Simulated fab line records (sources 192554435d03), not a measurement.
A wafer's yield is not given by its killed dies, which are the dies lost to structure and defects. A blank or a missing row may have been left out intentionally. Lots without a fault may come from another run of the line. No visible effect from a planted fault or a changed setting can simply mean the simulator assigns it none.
fab line records	flow n5-finfet
[record] lots = 4	wafers = 12	last-day = 18
route steps=1938 shown SDB@353 BEOL_M4@1111 PASSIVATION@1936
lots with no fault: from the same line, run without faults
start-h: the number of hours between the record's first day and the start of the first shown wafer of the lot	wait-h: hours from the lot's prior step to this one	" identical to the entry in the row above	L1.1+2: one row covering several wafers at once	- no value, or no start given	* or withheld: withheld	< > ~ a bound
route shown NAME@n: names a module that has steps shown in the file, with the first one's number in the route	usual: mean/standard deviation of fault-free wafers	same: alike in all rows	chamber/n: place in a boat	sites: readings site by site	_std_site: the values' standard deviation	_edge_site: mean of outer sites minus mean of inner sites	radius-mm: for every site, how far away it sits from the centre of the wafer	mask NAME#n: copy n	behind: tool/chamber where the wafer was last shaped	hold: why the lot was held/for how many hours/how that ended	device: names the non-switching transistor (n, p or np)	end of line: at the end of the route, the tests of the same wafers	a step without rows: its recipe alone	killed: count of dies lost to structure and defects at first sort (not the wafer's yield)	map: a wafer's dies, x killed, . not, _ none there
set.NAME: the run value of the setting; set.NAME@STEP: its run value at that earlier step	model.NAME: the simulator's own value behind a step, which no gauge read
certain route steps with their lots: each step a table, each wafer a row
services: the hour from which a tool's chamber was out of use, counted from the record's first day as start-h (under 0 if before that day), plus the number of hours and why
[[steps]]
[step N5_SDB_EXPOSE_08]
[recipe] mask-id = SDB	na = 1.35	source-shape = conventional	sigma-outer = 0.5	polarization = unpolarized	dose-mj = 49.6
[step N5_SDB_PEB_09]
[recipe] peb-temp-c = withheld	peb-time-s = 60	resist = CAR-ArF
[step N5_SDB_DEVELOP_10]
[recipe] develop-time-s = 30	developer = TMAH	resist = CAR-ArF	rinse-liquid = diw	dry = air-spin	dev-temp-c = 23
[step N5_SDB_DESCUM_16]
[recipe] chemistry = O2	time-s = 7.9	source-power-w = 50	bias-power-w = 20	pressure-mtorr = 20	rf-frequency-hz = 2.712e+07	temp-c = 40	resist = CAR-ArF	o2-flow-sccm = 225
[step N5_SDB_ETCH_17]
[recipe] chemistry = CF4	target = SiARC	target-depth-a = 234	mask-material = CAR-ArF	time-s = 39	ion-energy-ev = 80	pressure-mtorr = 40	source-w = 545	bias-w = 36	Ar_flow_sccm = 100	cf4-flow-sccm = 100	ends = cleared
[step N5_SDB_ETCH_18]
[recipe] chemistry = N2/H2	target = SOC	target-depth-a = 1000	overetch-a = 200	mask-material = SiARC	temp-c = 40	time-s = 150	ion-energy-ev = 200	pressure-mtorr = 30	source-w = 840	bias-w = 150	n2-flow-sccm = 200	h2-flow-sccm = 200
[step N5_SDB_STRIP_19]
[recipe] chemistry = N2/H2	temp-c = 40	n2-flow-sccm = 200	h2-flow-sccm = 200	rf-frequency-hz = 6e+07
[step N5_SDB_STRIP_21]
[recipe] chemistry = CF4	resist = SiARC	power-w = 300	bias-power-w = 75	pressure-mtorr = 50	cf4-flow-sccm = 150	rf-frequency-hz = 6e+07
[step N5_SDB_HM_OPEN_20]
[recipe] chemistry = CH3F/O2	target = SiNx	mask-material = SOC	target-depth-a = 240	stop-on = poly-Si	over-etch-frac = 0.4	ion-energy-ev = 120	pressure-mtorr = 30	source-w = 395	bias-w = 73	Ar_flow_sccm = 150	CH3F_flow_sccm = 30	O2_flow_sccm = 20
[step N5_SDB_STRIP_22]
[recipe] chemistry = N2/H2	power-w = 1000	temp-c = 250	h2-frac = 0.65	overash-fraction = 0.3	pressure-mtorr = withheld	n2-flow-sccm = 1750	h2-flow-sccm = 3250
[usual] drypump-motor-current-A = 5.6/0.56	h2-flow-sccm = 3248/10	heater-power-w = 313/14	n2-flow-sccm = 1751/5.3	oes-product-au = 0.714/0.0045	strip-time-to-endpoint-s = 96.1/0.42
lot.wafer	tool	chamber	start-h	wait-h	drypump-motor-current-A	h2-flow-sccm	heater-power-w	n2-flow-sccm	oes-product-au	rf-hours-counter-h	strip-time-to-endpoint-s	model.SOC_of_SDB_COAT_03.thk-nm
L360.2	plasma-asher-01	1	145.57	0.1	-	-	-	-	-	-	-	83.2
L360.3	"	1	"	"	-	-	-	-	-	-	-	83.6
L360.6	"	1	"	"	-	-	-	-	-	-	-	84
L361.2	plasma-asher-01	0	152.22	0.1	-	-	-	-	-	-	-	84.2
L361.4	"	1	"	"	-	-	-	-	-	-	-	83.8
L361.5	"	0	"	"	-	-	-	-	-	-	-	84.6
L363.1	plasma-asher-01	0	162.93	0.1	5.3	3255	332	1750	0.717	98	96.7	0
L363.3	"	1	"	"	6.3	3240	305	1757	0.713	-	96.5	0
L363.5	"	1	"	"	6.3	3240	301	1751	0.706	-	96.2	0
L370.1	plasma-asher-01	0	206.92	0.1	5.3	3226	340	1750	0.712	106	96.0	0
L370.2	"	1	"	"	6.3	3253	299	1760	0.720	106	97.1	0
L370.3	"	0	"	"	5.3	3229	346	1750	0.716	-	96.1	0
[step N5_SDB_PRECLEAN_23]
[recipe] chemistry = dHF	time-s = 30	temp-c = 25	dilution = withheld
[step N5_SDB_DUMMY_REMOVE_24]
[recipe] chemistry = TMAH	temp-c = 70	target = poly-Si	stop-on = SiO2	target-depth-nm = 142	conc-wt-pct = 5	time-s = 57	dry = ipa-marangoni	rinse-time-s = 30	rinse-temp-c = 23
[step N5_SDB_ETCH_25]
[recipe] chemistry = C4F6/O2	target = SiO2	target-depth-a = 100	time-s = 3.3	ion-energy-ev = 250	mask-material = SiNx	pressure-mtorr = 30	source-w = 345	bias-w = 185	Ar_flow_sccm = 300	C4F6_flow_sccm = 10	O2_flow_sccm = 10
[step N5_SDB_CUT_ETCH_26]
[recipe] chemistry = HBr/Cl2/O2	target = Si	target-depth-a = 1296	bt-time-s = 20	mask-material = SiNx	time-s = 51.8	ion-energy-ev = *	bias-w = *	pressure-mtorr = 10	icp-w = 800	HBr_flow_sccm = 150	Cl2_flow_sccm = 80	O2_flow_sccm = 12
[usual] bias-w = *	drypump-motor-current-A = 5.5/0.37	oes-product-au = 1.002/0.015	throttle-valve-pct = 37.1/0.35
[same] time-s = 51.8
lot.wafer	tool	chamber	start-h	wait-h	bias-w	drypump-motor-current-A	oes-product-au	rf-hours-counter-h	throttle-valve-pct	model.SOC_of_SDB_COAT_03.thk-nm
L360.2	rie-si-06	0	145.87	0.1	*	5.1	1.012	101	37.4	44.6
L360.3	"	3	"	"	*	6.1	1.024	109	37.5	45.4
L360.6	"	1	"	"	*	5.1	0.992	-	36.4	45.6
L361.2	rie-si-06	3	152.52	0.1	*	6.2	1.029	109	37.5	46
L361.4	"	2	"	"	*	5.7	1.018	26	37.1	45
L361.5	"	0	"	"	*	5.1	1.008	-	37.4	45.6
L363.1	rie-si-01	1	163.24	0.1	*	5.2	0.986	162	36.7	0
L363.3	"	0	"	"	*	6.1	0.986	4	37.0	0
L363.5	"	1	"	"	*	5.2	0.981	-	36.6	0
L370.1	rie-si-03	1	207.22	0.1	*	5.5	0.999	180	37.6	0
L370.2	"	3	"	"	*	5.1	1.024	178	37.5	0
L370.3	"	2	"	"	*	5.9	1.011	78	37.2	0
[step N5_SDB_PRECLEAN_38]
[recipe] chemistry = dHF	time-s = 10	dilution = 750:1	temp-c = 25
[step N5_BEOL_M4_RC_MEAS_101]
[usual] DIBL_N = 36.3/1.8	DIBL_P = 36.5/2.1	IOFF_N = 0.16/0.031	IOFF_P = 0.22/0.038	ION_N = 677/12	ION_P = 466/7.8	SS_N = 71.5/0.61	SS_P = 73.2/0.7	VT_N = 249/3	VT_P = -248.9/3
lot.wafer	tool	chamber	start-h	wait-h	DIBL_N[mV/V]	DIBL_P[mV/V]	IOFF_N[nA/um]	IOFF_P[nA/um]	ION_N[uA/um]	ION_P[uA/um]	SS_N[mV/dec]	SS_P[mV/dec]	VT_N[mV]	VT_P[mV]
L363.1	prober-01	0	267.18	0.0	37.1	36.5	0.16	0.24	671	467	70.6	73.2	250	-246.0
L363.3	"	0	"	"	37.5	36.2	0.16	0.23	686	464	71.1	73.2	247	-248.2
L363.5	"	0	"	"	35.2	33.4	0.12	0.18	653	451	70.8	71.9	255	-251.4
L370.1	prober-01	0	312.93	0.0	35.7	36.9	0.17	0.24	669	463	72.0	73.1	249	-246.4
L370.2	"	0	"	"	36.8	38.0	0.19	0.24	678	459	71.6	73.5	246	-250.0
L370.3	"	0	"	"	34.5	36.0	0.16	0.22	679	471	71.5	72.5	246	-245.6
[step N5_PASSIVATION_PROBE_49]
[usual] defect-limited-yield = 91.2/1.5	killed_at_M0_to_M3 = 33/9.6	killed_at_M4_up = 14/5.6	killed-at-contacts = 14/5.5	killed-at-front-end = 40/13	killed-at-other = 4/3	killed-dies = 104/17	killed-on-rim = 14/4.3	killed-open = 68/13	killed-short = 33/7.2	sort_bin_5_function = 5.2/0.95	sort_bin_6_memory = 3.3/0.62	sort-n-pass = 1076/17	sort-yield-pct = 91.2/1.5
[same] gross-dies = 1180	killed-at-back-side = 0	sort_bin_4_leakage[%] = 0	sort_bin_8_speed[%] = 0
lot.wafer	tool	chamber	start-h	wait-h	defect-limited-yield[%]	killed_at_M0_to_M3	killed_at_M4_up	killed-at-contacts	killed-at-front-end	killed-at-other	killed-dies	killed-on-rim	killed-open	killed-short	sort_bin_5_function[%]	sort_bin_6_memory[%]	sort-n-pass	sort-yield-pct[%]
L363.1	prober-02	-	366.81	0.0	92.5	18	15	5	40	10	88	6	52	30	4.5	2.6	1092	92.5
L363.3	prober-02	-	366.91	0.1	90.9	30	31	7	39	0	107	13	70	34	5.7	3.0	1073	90.9
L363.5	prober-02	-	367.01	0.2	90.2	45	13	12	46	0	116	17	70	42	6.1	3.5	1064	90.2
L360.2	prober-01	-	372.62	0.1	28.1	37	8	10	790	3	848	71	64	24	68.8	2.9	332	28.1
L360.3	prober-01	-	372.67	0.1	26.1	33	11	14	805	9	872	59	58	47	70.0	3.6	308	26.1
L360.6	prober-01	-	372.82	0.3	27.4	33	8	21	789	6	857	152	65	27	69.1	3.4	323	27.4
L361.2	prober-02	-	386.46	0.1	26.7	28	12	4	818	3	865	109	77	31	69.4	3.4	315	26.7
L361.4	prober-02	-	386.56	0.2	26.7	36	15	7	801	6	865	109	75	38	69.3	3.7	315	26.7
L361.5	prober-02	-	386.61	0.2	28.4	23	15	10	791	6	845	151	48	30	68.9	2.2	335	28.4
// killed by level:class
L363.1 BEOL_M4:geometric-particle:open=8 FIN_SAQP:geometric-particle:short=6 GATE_CUT:geometric-particle:open=6 BEOL_M1:geometric-particle:open=5 MIM_TOP_ETCH:geometric-particle:open=5 FIN_SAQP:geometric-particle:open=4 STI_FIN_REVEAL:geometric-particle:open=4 DUMMY_GATE:geometric-particle:open=4
L363.3 BEOL_M4:geometric-particle:open=13 FIN_SAQP:geometric-particle:open=7 DUMMY_GATE:geometric-particle:open=7 FIN_SAQP:geometric-particle:short=6 GATE_CUT:geometric-particle:short=6 MOL_CONTACT_COAG:geometric-particle:open=5 BEOL_M3:geometric-particle:open=5 BEOL_M0_SAQP:geometric-particle:open=5
L363.5 BEOL_M0_SAQP:geometric-particle:short=14 BEOL_M3:geometric-particle:open=11 MOL_CONTACT_COAG:geometric-particle:open=9 BEOL_M0_SAQP:geometric-particle:open=9 GATE_CUT:geometric-particle:open=7 DUMMY_GATE:geometric-particle:open=6 FIN_SAQP:geometric-particle:open=5 STI_FIN_REVEAL:geometric-particle:open=5
L360.2 SDB:area-ald=758 STI_FIN_REVEAL:geometric-particle:open=10 BEOL_M0_SAQP:geometric-particle:open=9 BEOL_M2:geometric-particle:open=9 BEOL_M0_SAQP:geometric-particle:short=8 MOL_CONTACT_COAG:geometric-particle:open=8 BEOL_M1:geometric-particle:open=6 DUMMY_GATE:geometric-particle:open=5
L360.3 SDB:area-ald=765 GATE_CUT:geometric-particle:short=11 BEOL_M0_SAQP:geometric-particle:open=11 MOL_CONTACT_COAG:geometric-particle:open=10 BEOL_M0_SAQP:geometric-particle:short=8 FIN_SAQP:geometric-particle:short=7 FIN_SAQP:geometric-particle:open=6 BEOL_M1:geometric-particle:open=5
L360.6 SDB:area-ald=761 MOL_CONTACT_COAG:geometric-particle:open=18 STI_FIN_REVEAL:geometric-particle:open=9 BEOL_M2:geometric-particle:open=8 BEOL_M1:geometric-particle:open=6 BEOL_M0_SAQP:geometric-particle:short=5 STARTING-WAFER:geometric-particle:open=5 BEOL_M0_SAQP:geometric-particle:open=4
L361.2 SDB:area-ald=755 STI_FIN_REVEAL:geometric-particle:open=19 BEOL_M2:geometric-particle:open=13 FIN_SAQP:geometric-particle:open=9 GATE_CUT:geometric-particle:short=8 FIN_SAQP:geometric-particle:short=6 BEOL_M4:geometric-particle:open=5 DUMMY_GATE:geometric-particle:open=4
L361.4 SDB:area-ald=752 FIN_SAQP:geometric-particle:open=14 BEOL_M3:geometric-particle:open=10 BEOL_M4:geometric-particle:open=9 STI_FIN_REVEAL:geometric-particle:open=7 MOL_CONTACT_COAG:geometric-particle:open=7 BEOL_M0_SAQP:geometric-particle:short=7 BEOL_M2:geometric-particle:open=7
L361.5 SDB:area-ald=765 MOL_CONTACT_COAG:geometric-particle:open=8 GATE_CUT:geometric-particle:short=7 BEOL_M3:geometric-particle:open=6 BEOL_M4:geometric-particle:open=6 FIN_SAQP:geometric-particle:short=5 BEOL_M0_SAQP:geometric-particle:open=5 STARTING-WAFER:geometric-particle:open=4
// map L360.3 (x killed, . not)
_________________x.....xx...x________________
______________x....x....x..x.xx._____________
___________.xx..xxxx..xx.xxx.x.....__________
__________....xxx.x.x.xxxxxx.xxx..x._________
________.xx..x.x..xxx.xxxxxxx.x.xxx.xx_______
_______....xxxxxxxxx.x..xx.x.xxxxx..x.x______
______xxxx...xxxxxxxxxxx.xxxx..x.x.xx..x_____
_____...xxxxxxx.x.xxxxxxxxxxxxxx.xxxx.xx.____
____.xx....xx..xxxxxxxxxxxx..xxxxxxxxxx...___
___..xx.xxxxx.xx.xx.xxxxx.xxxxxx.xxx..x.x..__
___.xxxxx.xxxxx.xxxxxxxxxxx.xxxxxx..xx.x.x.__
__x.xxx.xxxxxxxxxxxxxxxxxxxxxxxxxxxxxxxxxx.._
__...xxxxxx.xxxxxxxxxxxxxxxxxxxxxxx...x.x..._
_x.x..xxxxxxxxxxxxxxxxxxxxxxxxxxxxxxx.x..xxx.
_.....xx.xxxxxxxxxx.xxxxx.xxxxxxxxxxx.xxxx...
_x.xxxxxxxxxxxxxxxxxxxxxxxxxxxxxxxx.xx....xx.
_.x..xxxx..xxxxxxxxxxxxxxxxxxxxxxxxxxxx.xx.x.
_.xx..xxxxxxxxxxxxxxxxxxxxxxxxxxxxxxxxxxxx...
_.x.x.xxxxxxx.xxxxxxxxxxxxxxxxxxxxx.xx.xxx..x
_xx..xxxx.xxxxxxxxxxxxxxxxxxxxxxxxxxxxxxx....
_x.xx..xx.xxxxxxxxxxxxxxxxxxxxxxxxxxxx.xxx...
__..xxxxxxx.xxxxxxx.xxxxxxxxxxxxxxxxx.x..xx._
__x..xxxx..xxxxxxxxxxxxxxxxxxxxxxxxxxxx..xx._
___...xxxxxxxxxxxxxxxxxxxxxxxxxxxxxxxxx....__
___xx..x.xxxxxx.xxxxxxx.xxxxxxxxxxxx.xxx...__
____xx..xx.x.xxxxxxxxxxx.xxx.xxxxx.xx.x...___
_____.....xxxxxxxxxxx.xxxxxxxxxxxxxx.x...____
______...x..xxxxx.x.xxxxxxxxxxxxxx.x.xxx_____
_______x..xx.xxxxx.xxx.xxx.xxxxxxxxxx.x______
________x.x..x..xxx.x.x.x..xxxxx.xxxxx_______
__________xxx.x.x.xxx.x.x.xxxxxxx..._________
___________..x..xxx.xxxx..x.xxxx...__________
______________xx.x...x....xxx.xx_____________
_________________.x.xxx.xx..x________________
// map L361.2 (x killed, . not)
_________________xxxxxxxxxxxx________________
______________xx..xxxxxxxxxxxxxx_____________
___________xxxxxxxxx.xxxxxxxxxxxxxx__________
__________.x.xxxxx.x.xxxxxxxxxxxxxxx_________
________xxxx.xx.x.xxxxxxxxxxxxxxxxxxxx_______
_______xx..x.xxx.xxxxxxxxxxxxxxxxxxx.xx______
______...x.xx.x..xxxxxxxxxxxxxxxxxxxxxxx_____
_____.x.x..xxxxxx..xxxxxxxxxxxxxxxxxxxxxx____
____..x.x.xxxx...x.xxxxxxxxxxxxxxxxxxxxxxx___
___x...xx..xxxxxxxxxxxxxxxxxxxxxxxxxxxxxxxx__
___....xx..xxx.xxxxxxxxxx.xxxxxxxxxxxxxxxxx__
__.x..xx..xxxx..xxx..x.xxx.xxxxxxxxxxxxxxxxx_
__x.xx.x...xxxxxxxxxxxxxxxxxxxxxxxxxxxxxxxxx_
_.....x......x..xxxxx..x.xxxxxxxxxxxxxxxxxxxx
_......x.x....x.xxxxxxxxx.xxxxxxxxxxxxxxxxxxx
_..x.....x..xx..xxx.xxx.xxxxxxxxxxxxxxxxxxxxx
_.xx..x.x.x..xx.x.x..xx..x.xxxxxxxxxxxxxxxxxx
_.x...x.x.xxx.x...xxxxxxx.xxxxxxxxxxxxxxxxxxx
_....xxxx.xxxx.xx.x.xx..xxxx.xxxxxxxxxxxxxxxx
_..x...x..xx...xxxxxxxxxxxxxxxxxxxxxxxxxxxxxx
_..xxxxx.xx..xx.x..x..xx.x.xxxxxxxxxxxxxxxxxx
__...x...x.xx..xxx.x..x.xxxx.xxx.xxxxxxxxxxx_
__..xx..x...xx.xxxxx.xx.xxxx.xxxxxxxxxxxxxxx_
___x........x.x......xxxxxxxxxxxxxxx.xxxxxx__
___..xx.xx.x.xx.x.xxx.xx.x.xxxxxxxxxxxxxxxx__
____........x.x.x.x.x.x..xxxxxxxxxxxxxxxxx___
_____...........xx.xxxx.x..xx.xxx.xxxxxxx____
______xx...x......xxxxxxxxxxx.xxxxxxxxxx_____
_______.x.xx...xx.xxx.x.x.xxxxx.xxx.xxx______
________xxx.......x..xxx.xxx..xx.xxxxx_______
__________.xx..x....x..xxxx.xxxxx.x._________
___________.x...x.x..x.xx.x.x.xxxxx__________
______________.xx.xxxxxxxx..xxxx_____________
_________________..x.xxx.xx.x________________
[[services]]
tool	chamber	start-h	hours	kind
rie-si-06	2	156.33	3.4	repair
rie-si-03	0	188.77	-	clean
rie-si-03	0	188.77	22.1	scheduled-down
rie-si-03	0	188.77	22.1	vent-cycle
rie-si-06	-	190.58	2.8	pm
[[key]]
[first-sign] step = N5_SDB_STRIP_22	reading = tool-record	direction = missing
[effect] step = N5_PASSIVATION_PROBE_49	reading = sort_bin_5_function	direction = up	sigmas = 67	usual = 5.2	struck = 69.3
[model-effect] step = N5_SDB_STRIP_22	value = SOC_of_SDB_COAT_03.thk-nm	without = 0	struck = 83.9
[model-effect] step = N5_SDB_CUT_ETCH_26	value = SOC_of_SDB_COAT_03.thk-nm	without = 0	struck = 45.37
[more-kills-born-at] N5_SDB_ALD_29@ald-sin-01 = 4556
met-at N5_SDB_STRIP_22
struck-wafers L360.2,L360.3,L360.6,L361.2,L361.4,L361.5
later-rows-left-out L360.2,L360.3,L360.6,L361.2,L361.4,L361.5
[fault] kind = skipped-step-whole	tool = plasma-asher-01	chamber = -	onset-h = 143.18	steps = N5_SDB_STRIP_22	scope = struck-lots-only
// later-rows-left-out: the simulator's readings of these wafers behind a module that went badly wrong aren't trusted and aren't shown, but for the sort
